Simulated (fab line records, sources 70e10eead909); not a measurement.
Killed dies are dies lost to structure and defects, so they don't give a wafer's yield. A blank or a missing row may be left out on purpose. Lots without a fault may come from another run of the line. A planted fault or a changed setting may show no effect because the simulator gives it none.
Which tool did it? | flow nand_harc | 20 lots, 60 wafers sampled, at 6 steps of a route of 1302

WHAT THE GAUGES READ, wafer by wafer
The record holds no reading of a measuring or inspecting step that can be judged against a usual standard deviation.

WHICH TOOL RAN EACH LOT (tool, then ch and the chambers of the sampled wafers, then the start)
lot  | NHARC_A_CHANNEL_HOLE_D2_ETCH_23  | NHARC_A_STAIRCASE_DESCUM_168       | NHARC_A_STAIRCASE_TRIM_12          | NHARC_A_STAIRCASE_ETCH_17                     | NHARC_A_STAIRCASE_TRIM_187         | NHARC_A_STAIRCASE_ETCH_190
L074 | har_etch-02 ch 0, day 13 02:30   | rie_diel-12 ch 0,1,3, day 15 10:10 | rie_diel-08 ch 0,1,2, day 15 11:58 | rie_diel-08 ch 0,2,3, day 15 16:10 or earlier | rie_diel-12 ch 0,1,3, day 15 16:10 | rie_diel-12 ch 0,1,3, no start
L075 | har_etch-02 ch 0,1, day 13 19:28 | rie_diel-08 ch 0,3, day 16 02:33   | rie_diel-08 ch 0,3, day 16 05:10   | rie_diel-08 ch 1,2, day 16 10:02 or earlier   | rie_diel-12 ch 1,2, day 16 10:02   | rie_diel-12 ch 1,2,3, no start
L076 | har_etch-02 ch 0,1, day 14 11:29 | rie_diel-11 ch 0,3, day 16 22:27   | rie_diel-12 ch 1,2,3, day 17 00:26 | rie_diel-12 ch 0,2, day 17 04:14 or earlier   | rie_diel-12 ch 1,2, day 17 04:14   | rie_diel-12 ch 0,2, no start
L077 | har_etch-01 ch 0,1, day 14 18:22 | rie_diel-08 ch 0,2, day 16 22:15   | rie_diel-11 ch 0,2, day 17 00:14   | rie_diel-11 ch 0,1,3, day 17 03:50 or earlier | rie_diel-11 ch 0,1, day 17 03:50   | rie_diel-11 ch 1,3, no start
L079 | har_etch-01 ch 0, day 15 02:24   | rie_diel-08 ch 0,1,3, day 17 08:05 | rie_diel-12 ch 0,2,3, day 17 10:02 | rie_diel-12 ch 1,2, day 17 13:58 or earlier   | rie_diel-12 ch 0,1,2, day 17 13:58 | rie_diel-12 ch 1,2,3, no start
L078 | har_etch-02 ch 0,1, day 15 04:48 | rie_diel-08 ch 1,3, day 17 08:15   | rie_diel-08 ch 0,1,2, day 17 10:11 | rie_diel-08 ch 1,2,3, day 17 14:09 or earlier | rie_diel-08 ch 0,1,3, day 17 14:09 | rie_diel-08 ch 0,1, no start
L080 | har_etch-02 ch 0,1, day 15 22:31 | rie_diel-08 ch 0,1,3, day 18 10:33 | rie_diel-12 ch 0,1,3, day 18 12:36 | rie_diel-12 ch 0,1,3, day 18 19:20 or earlier | rie_diel-12 ch 0,2,3, day 18 19:20 | rie_diel-12 ch 1,2,3, no start
L082 | har_etch-01 ch 0,1, day 16 22:11 | rie_diel-08 ch 1,2, day 19 08:08   | rie_diel-08 ch 1,2,3, day 19 10:05 | rie_diel-08 ch 1,3, day 19 13:58 or earlier   | rie_diel-12 ch 0,1,3, day 19 13:58 | rie_diel-12 ch 0,2, no start
L083 | har_etch-01 ch 0,1, day 17 10:16 | rie_diel-11 ch 0,1, day 19 17:24   | rie_diel-11 ch 0,1, day 19 19:26   | rie_diel-11 ch 0,1,3, day 19 23:31 or earlier | rie_diel-11 ch 0,3, day 19 23:31   | rie_diel-11 ch 1,2, no start
L085 | har_etch-01 ch 0,1, day 18 00:12 | rie_diel-08 ch 1,2,3, day 20 06:47 | rie_diel-08 ch 0,2,3, day 20 09:37 | rie_diel-08 ch 0,3, day 20 13:23 or earlier   | rie_diel-08 ch 1,2,3, day 20 13:23 | rie_diel-08 ch 0,2,3, no start
L084 | har_etch-02 ch 0,1, day 18 00:55 | rie_diel-08 ch 0,3, day 20 06:45   | rie_diel-11 ch 0,1, day 20 09:24   | rie_diel-11 ch 0,1,2, day 20 13:14 or earlier | rie_diel-08 ch 0,2,3, day 20 13:14 | rie_diel-08 ch 0,2,3, no start
L086 | har_etch-01 ch 0,1, day 18 12:35 | rie_diel-12 ch 1,2, day 20 17:38   | rie_diel-08 ch 0,2,3, day 20 19:34 | rie_diel-08 ch 0,1,3, day 20 23:47 or earlier | rie_diel-12 ch 0,3, day 20 23:47   | rie_diel-12 ch 0,3, no start
L088 | har_etch-02 ch 0,1, day 19 05:31 | rie_diel-12 ch 0,2, day 21 16:28   | rie_diel-12 ch 0,2,3, day 21 18:28 | rie_diel-12 ch 0,3, day 21 22:30 or earlier   | rie_diel-12 ch 2,3, day 21 22:30   | rie_diel-12 ch 0,2,3, no start
L087 | har_etch-01 ch 0,1, day 19 07:29 | rie_diel-11 ch 0,1,3, day 21 12:51 | rie_diel-12 ch 0,1,2, day 21 14:46 | rie_diel-12 ch 0,2,3, day 21 18:29 or earlier | rie_diel-11 ch 2,3, day 21 18:29   | rie_diel-11 ch 2,3, no start
L089 | har_etch-01 ch 0,1, day 19 11:50 | rie_diel-11 ch 0,2,3, day 21 21:46 | rie_diel-08 ch 0,3, day 21 23:41   | rie_diel-08 ch 0,2, day 22 07:19 or earlier   | rie_diel-12 ch 1,2, day 22 07:19   | rie_diel-12 ch 0,2,3, no start
L090 | har_etch-02 ch 0,1, day 19 13:48 | rie_diel-12 ch 0,3, day 21 16:38   | rie_diel-08 ch 0,3, day 21 18:45   | rie_diel-08 ch 0,2, day 21 23:01 or earlier   | rie_diel-12 ch 2,3, day 21 23:01   | rie_diel-12 ch 0,3, no start
L092 | har_etch-02 ch 0,1, day 20 22:31 | rie_diel-08 ch 0,2, day 23 05:34   | rie_diel-11 ch 0,2,3, day 23 07:34 | rie_diel-11 ch 1,2, day 23 11:17 or earlier   | rie_diel-12 ch 0,3, day 23 11:17   | rie_diel-12 ch 0,2, no start
L094 | har_etch-02 ch 0,1, day 21 09:02 | rie_diel-12 ch 0,1,3, day 23 14:19 | rie_diel-12 ch 0,1,2, day 23 16:15 | rie_diel-12 ch 0,1,3, day 23 19:59 or earlier | rie_diel-12 ch 1,2,3, day 23 19:59 | rie_diel-12 ch 1,2,3, no start
L093 | har_etch-01 ch 0,1, day 21 12:07 | rie_diel-12 ch 0,2,3, day 23 14:28 | rie_diel-11 ch 0,1,2, day 23 16:23 | rie_diel-11 ch 0,1,2, day 23 20:08 or earlier | rie_diel-11 ch 1,2,3, day 23 20:08 | rie_diel-11 ch 0,1,3, no start
L097 | har_etch-02 ch 0,1, day 22 18:58 | rie_diel-08 ch 0,1,3, day 25 01:02 | rie_diel-08 ch 0,1,2, day 25 02:57 | rie_diel-08 ch 0,1,2, day 25 10:45 or earlier | rie_diel-12 ch 0,2,3, day 25 10:45 | rie_diel-12 ch 0,2,3, no start
- NHARC_A_CHANNEL_HOLE_D2_ETCH_23: etches the open film in C4F8/O2/Ar, time 819 s, target depth 1600 nm.
- NHARC_A_STAIRCASE_DESCUM_168: chemistry O2, time 3 s.
- NHARC_A_STAIRCASE_TRIM_12: chemistry O2, time 211.2 s.
- NHARC_A_STAIRCASE_ETCH_17: etches the open film in C4F8/O2, target depth 100 nm, time 40.5 s.
- NHARC_A_STAIRCASE_TRIM_187: chemistry O2, time 211.2 s.
- NHARC_A_STAIRCASE_ETCH_190: etches the open film in C4F8/O2, target depth 100 nm, time 40.5 s.

WHAT THE TOOLS THEMSELVES READ (means of the sampled wafers that have a number; where no wafer has one, the mark that the record gives instead)
NHARC_A_CHANNEL_HOLE_D2_ETCH_23.
lot  | tool        | drypump_motor_current_A (A) | mfc_ar_sccm (sccm) | showerhead_plenum_p_Torr (Torr) | throttle_valve_pct (%)
L074 | har_etch-02 | 6.0                         | 375.9              | 3.62                            | 32.151
L075 | har_etch-02 | 6.1                         | 374.5              | 3.65                            | 32.153
L076 | har_etch-02 | 6.3                         | 374.8              | 3.69                            | 32.156
L077 | har_etch-01 | 5.1                         | 374.2              | 3.51                            | 32.153
L079 | har_etch-01 | 5.2                         | 375.0              | 3.49                            | 32.155
L078 | har_etch-02 | 6.1                         | 375.0              | 3.64                            | 32.152
L080 | har_etch-02 | 6.1                         | 374.8              | 3.63                            | 32.149
L082 | har_etch-01 | 5.1                         | 375.4              | 3.51                            | 32.164
L083 | har_etch-01 | 5.1                         | 374.5              | 3.50                            | 32.161
L085 | har_etch-01 | 5.1                         | 375.3              | 3.48                            | 32.160
L084 | har_etch-02 | 6.2                         | 375.5              | 3.78                            | 32.157
L086 | har_etch-01 | 5.1                         | 375.3              | 3.48                            | 32.148
L088 | har_etch-02 | 6.1                         | 373.9              | 3.85                            | 32.153
L087 | har_etch-01 | 5.1                         | 375.6              | 3.47                            | 32.163
L089 | har_etch-01 | 5.1                         | 374.1              | 3.49                            | 32.145
L090 | har_etch-02 | 6.2                         | 375.1              | 3.77                            | 32.165
L092 | har_etch-02 | 6.3                         | 374.5              | 3.76                            | 32.162
L094 | har_etch-02 | 6.1                         | 377.2              | 3.83                            | 32.159
L093 | har_etch-01 | 5.1                         | 376.7              | 3.45                            | 32.159
L097 | har_etch-02 | 6.1                         | 374.9              | 3.82                            | 32.154

NHARC_A_STAIRCASE_DESCUM_168.
lot  | tool        | drypump_motor_current_A (A) | mfc_ar_sccm (sccm) | oes_product_au (a.u.) | rf_vpp_V (V) | showerhead_plenum_p_Torr (Torr) | throttle_valve_pct (%)
L074 | rie_diel-12 | 5.8                         | 0.015              | 1.002                 | 58.8         | 1.98                            | 11.319
L075 | rie_diel-08 | 5.5                         | 0.027              | 0.998                 | 57.9         | 1.89                            | 11.306
L076 | rie_diel-11 | 5.5                         | 0.005              | 1.000                 | 57.5         | 1.85                            | 11.299
L077 | rie_diel-08 | 5.8                         | 0.014              | 0.995                 | 58.0         | 1.97                            | 11.305
L079 | rie_diel-08 | 5.5                         | 0.013              | 0.997                 | 57.7         | 1.88                            | 11.308
L078 | rie_diel-08 | 5.8                         | 0.013              | 0.996                 | 58.1         | 1.79                            | 11.306
L080 | rie_diel-08 | 5.5                         | 0.013              | 1.000                 | 57.1         | 1.88                            | 11.317
L082 | rie_diel-08 | 6.1                         | 0.014              | 0.997                 | 57.8         | 1.87                            | 11.310
L083 | rie_diel-11 | 5.5                         | 0.013              | 1.001                 | 57.6         | 1.91                            | 11.319
L085 | rie_diel-08 | 6.0                         | 0.020              | 1.001                 | 57.0         | 1.83                            | 11.315
L084 | rie_diel-08 | 5.5                         | 0.027              | 0.998                 | 58.1         | 1.88                            | 11.314
L086 | rie_diel-12 | 5.7                         | 0.010              | 0.999                 | 58.1         | 1.97                            | 11.319
L088 | rie_diel-12 | 5.9                         | 0.020              | 1.007                 | 58.2         | 1.92                            | 11.308
L087 | rie_diel-11 | 5.4                         | 0.018              | 1.000                 | 58.0         | 1.87                            | 11.312
L089 | rie_diel-11 | 5.8                         | 0.009              | 1.008                 | 58.4         | 1.91                            | 11.309
L090 | rie_diel-12 | 5.9                         | 0.020              | 1.002                 | 58.1         | 1.94                            | 11.305
L092 | rie_diel-08 | 5.8                         | 0.014              | 1.005                 | 57.6         | 1.95                            | 11.316
L094 | rie_diel-12 | 5.8                         | 0.015              | 0.992                 | 58.2         | 1.96                            | 11.311
L093 | rie_diel-12 | 6.1                         | 0.010              | 1.003                 | 57.5         | 1.88                            | 11.318
L097 | rie_diel-08 | 5.5                         | 0.013              | 1.003                 | 59.1         | 1.97                            | 11.315

NHARC_A_STAIRCASE_TRIM_12.
lot  | tool        | drypump_motor_current_A (A) | mfc_ar_sccm (sccm) | oes_product_au (a.u.) | rf_vpp_V (V) | showerhead_plenum_p_Torr (Torr) | throttle_valve_pct (%)
L074 | rie_diel-08 | 5.6                         | 0.007              | 0.999                 | 57.5         | 3.54                            | 17.041
L075 | rie_diel-08 | 5.6                         | 0.027              | 1.003                 | 57.5         | 3.49                            | 17.034
L076 | rie_diel-12 | 6.0                         | 0.005              | 0.999                 | 57.7         | 3.54                            | 17.035
L077 | rie_diel-11 | 5.8                         | 0.004              | 0.998                 | 57.7         | 3.41                            | 17.038
L079 | rie_diel-12 | 6.1                         | 0.010              | 0.999                 | 57.5         | 3.49                            | 17.032
L078 | rie_diel-08 | 5.6                         | 0.007              | 0.999                 | 57.4         | 3.53                            | 17.041
L080 | rie_diel-12 | 5.8                         | 0.015              | 0.994                 | 57.2         | 3.63                            | 17.030
L082 | rie_diel-08 | 6.0                         | 0.020              | 0.995                 | 56.9         | 3.38                            | 17.027
L083 | rie_diel-11 | 5.5                         | 0.026              | 1.008                 | 57.0         | 3.57                            | 17.036
L085 | rie_diel-08 | 5.7                         | 0.020              | 1.006                 | 57.5         | 3.54                            | 17.029
L084 | rie_diel-11 | 5.4                         | 0.026              | 1.008                 | 58.0         | 3.57                            | 17.036
L086 | rie_diel-08 | 5.7                         | 0.020              | 0.997                 | 57.7         | 3.53                            | 17.034
L088 | rie_diel-12 | 6.1                         | 0.010              | 1.005                 | 57.5         | 3.48                            | 17.046
L087 | rie_diel-12 | 5.8                         | 0.015              | 0.997                 | 58.2         | 3.59                            | 17.037
L089 | rie_diel-08 | 5.2                         | 0.013              | 0.998                 | 58.0         | 3.62                            | 17.039
L090 | rie_diel-08 | 5.5                         | 0.027              | 1.001                 | 57.9         | 3.47                            | 17.038
L092 | rie_diel-11 | 5.8                         | 0.009              | 0.997                 | 58.6         | 3.52                            | 17.034
L094 | rie_diel-12 | 5.8                         | 0.015              | 0.993                 | 57.2         | 3.58                            | 17.035
L093 | rie_diel-11 | 5.8                         | 0.017              | 0.997                 | 58.3         | 3.61                            | 17.032
L097 | rie_diel-08 | 5.6                         | 0.007              | 1.007                 | 57.9         | 3.68                            | 17.033

NHARC_A_STAIRCASE_ETCH_17.
lot  | tool        | bias_w (W) | oes_product_au (a.u.) | rf_fwd_power_W (W) | rf_vpp_V (V)
L074 | rie_diel-08 | 1000.5     | 0.945                 | 594.1              | 897
L075 | rie_diel-08 | 1000.2     | 0.949                 | 593.1              | 890
L076 | rie_diel-12 | 999.7      | 0.942                 | 593.0              | 893
L077 | rie_diel-11 | 1000.1     | 0.951                 | 591.7              | 894
L079 | rie_diel-12 | 1002.2     | 0.942                 | 595.4              | 900
L078 | rie_diel-08 | 996.7      | 0.950                 | 590.5              | 891
L080 | rie_diel-12 | 1000.5     | 0.940                 | 592.7              | 900
L082 | rie_diel-08 | 995.0      | 0.932                 | 594.9              | 888
L083 | rie_diel-11 | 997.8      | 0.946                 | 592.2              | 895
L085 | rie_diel-08 | 1001.2     | 0.945                 | 590.5              | 895
L084 | rie_diel-11 | 998.7      | 0.948                 | 591.7              | 899
L086 | rie_diel-08 | 999.0      | 0.942                 | 592.4              | 894
L088 | rie_diel-12 | 999.9      | 0.938                 | 593.7              | 898
L087 | rie_diel-12 | 1003.5     | 0.948                 | 594.8              | 894
L089 | rie_diel-08 | 999.4      | 0.950                 | 593.8              | 902
L090 | rie_diel-08 | 1001.8     | 0.939                 | 592.0              | 899
L092 | rie_diel-11 | 999.3      | 0.945                 | 596.7              | 901
L094 | rie_diel-12 | 999.4      | 0.952                 | 592.0              | 899
L093 | rie_diel-11 | 999.6      | 0.933                 | 593.5              | 899
L097 | rie_diel-08 | 1002.7     | 0.938                 | 594.0              | 902

NHARC_A_STAIRCASE_TRIM_187.
lot  | tool        | drypump_motor_current_A (A) | mfc_ar_sccm (sccm) | oes_product_au (a.u.) | rf_vpp_V (V) | showerhead_plenum_p_Torr (Torr) | throttle_valve_pct (%)
L074 | rie_diel-12 | 5.8                         | 0.015              | 0.991                 | 57.5         | 3.64                            | 17.038
L075 | rie_diel-12 | 6.0                         | 0.005              | 1.001                 | 57.8         | 3.51                            | 17.039
L076 | rie_diel-12 | 6.0                         | 0.005              | 0.997                 | 57.6         | 3.50                            | 17.037
L077 | rie_diel-11 | 5.4                         | 0.026              | 1.000                 | 57.1         | 3.58                            | 17.036
L079 | rie_diel-12 | 5.8                         | 0.015              | 0.997                 | 57.4         | 3.60                            | 17.039
L078 | rie_diel-08 | 5.5                         | 0.013              | 0.999                 | 56.8         | 3.47                            | 17.036
L080 | rie_diel-12 | 6.1                         | 0.010              | 0.999                 | 57.4         | 3.49                            | 17.029
L082 | rie_diel-12 | 5.8                         | 0.015              | 0.991                 | 58.3         | 3.62                            | 17.024
L083 | rie_diel-11 | 5.5                         | 0.005              | 0.996                 | 57.6         | 3.42                            | 17.032
L085 | rie_diel-08 | 6.0                         | 0.020              | 1.011                 | 57.7         | 3.38                            | 17.042
L084 | rie_diel-08 | 5.7                         | 0.020              | 1.008                 | 57.9         | 3.54                            | 17.036
L086 | rie_diel-12 | 5.9                         | 0.020              | 1.001                 | 58.5         | 3.57                            | 17.035
L088 | rie_diel-12 | 6.3                         | 0.000              | 1.004                 | 57.9         | 3.38                            | 17.037
L087 | rie_diel-11 | 5.7                         | 0.014              | 1.000                 | 57.8         | 3.48                            | 17.037
L089 | rie_diel-12 | 6.0                         | 0.005              | 1.003                 | 58.5         | 3.48                            | 17.021
L090 | rie_diel-12 | 6.3                         | 0.000              | 0.997                 | 57.9         | 3.38                            | 17.031
L092 | rie_diel-12 | 5.9                         | 0.020              | 0.990                 | 57.2         | 3.56                            | 17.037
L094 | rie_diel-12 | 6.0                         | 0.005              | 0.990                 | 57.2         | 3.51                            | 17.030
L093 | rie_diel-11 | 5.8                         | 0.022              | 1.005                 | 57.8         | 3.57                            | 17.044
L097 | rie_diel-12 | 6.1                         | 0.010              | 0.992                 | 58.3         | 3.46                            | 17.033

NHARC_A_STAIRCASE_ETCH_190.
lot  | tool        | bias_w (W) | oes_product_au (a.u.) | rf_fwd_power_W (W) | rf_vpp_V (V)
L074 | rie_diel-12 | 1000.9     | 0.942                 | 593.8              | 899
L075 | rie_diel-12 | 1001.2     | 0.945                 | 593.9              | 896
L076 | rie_diel-12 | 1000.0     | 0.937                 | 593.2              | 898
L077 | rie_diel-11 | 997.9      | 0.946                 | 591.0              | 893
L079 | rie_diel-12 | 999.8      | 0.946                 | 593.9              | 897
L078 | rie_diel-08 | 998.8      | 0.961                 | 593.6              | 899
L080 | rie_diel-12 | 1002.1     | 0.927                 | 595.8              | 896
L082 | rie_diel-12 | 999.6      | 0.944                 | 593.7              | 897
L083 | rie_diel-11 | 995.3      | 0.948                 | 592.0              | 904
L085 | rie_diel-08 | 998.1      | 0.931                 | 594.7              | 896
L084 | rie_diel-08 | 998.2      | 0.940                 | 595.3              | 897
L086 | rie_diel-12 | 1000.6     | 0.951                 | 593.7              | 898
L088 | rie_diel-12 | 1002.0     | 0.930                 | 594.9              | 893
L087 | rie_diel-11 | 997.7      | 0.935                 | 590.2              | 899
L089 | rie_diel-12 | 999.3      | 0.943                 | 594.4              | 893
L090 | rie_diel-12 | 999.5      | 0.933                 | 595.4              | 895
L092 | rie_diel-12 | 999.4      | 0.934                 | 595.0              | 896
L094 | rie_diel-12 | 1002.1     | 0.931                 | 594.2              | 896
L093 | rie_diel-11 | 1001.9     | 0.939                 | 594.0              | 893
L097 | rie_diel-12 | 1002.9     | 0.940                 | 594.2              | 894

THE ANSWER, worked out from the rows above alone
Rule: what is usual is taken from the lots themselves. Put in order of their means at a reading, lots are off if they are a third of the lots or fewer, leave a main group of 4 or more, and stand apart from it by a gap of 3 or more times the standard deviation of the main group's means; of several such gaps the widest counts. A main group whose means are all the same, to the digits that the tables above print for the reading, isn't used. A lot without any number at a reading at which 4 lots or more have one is off too. The other lots that the step has rows for count as sound. The gauges are gone through in route order, then the tools' own readings, and for those a lot's mean is taken as printed above. The first step at which some lot is off is used, and at that step the reading that is off furthest; a lot without a number counts as furthest.
No lot is off at any reading shown: from this, nothing can be told.

WHAT THE SIMULATOR HAD PUT IN
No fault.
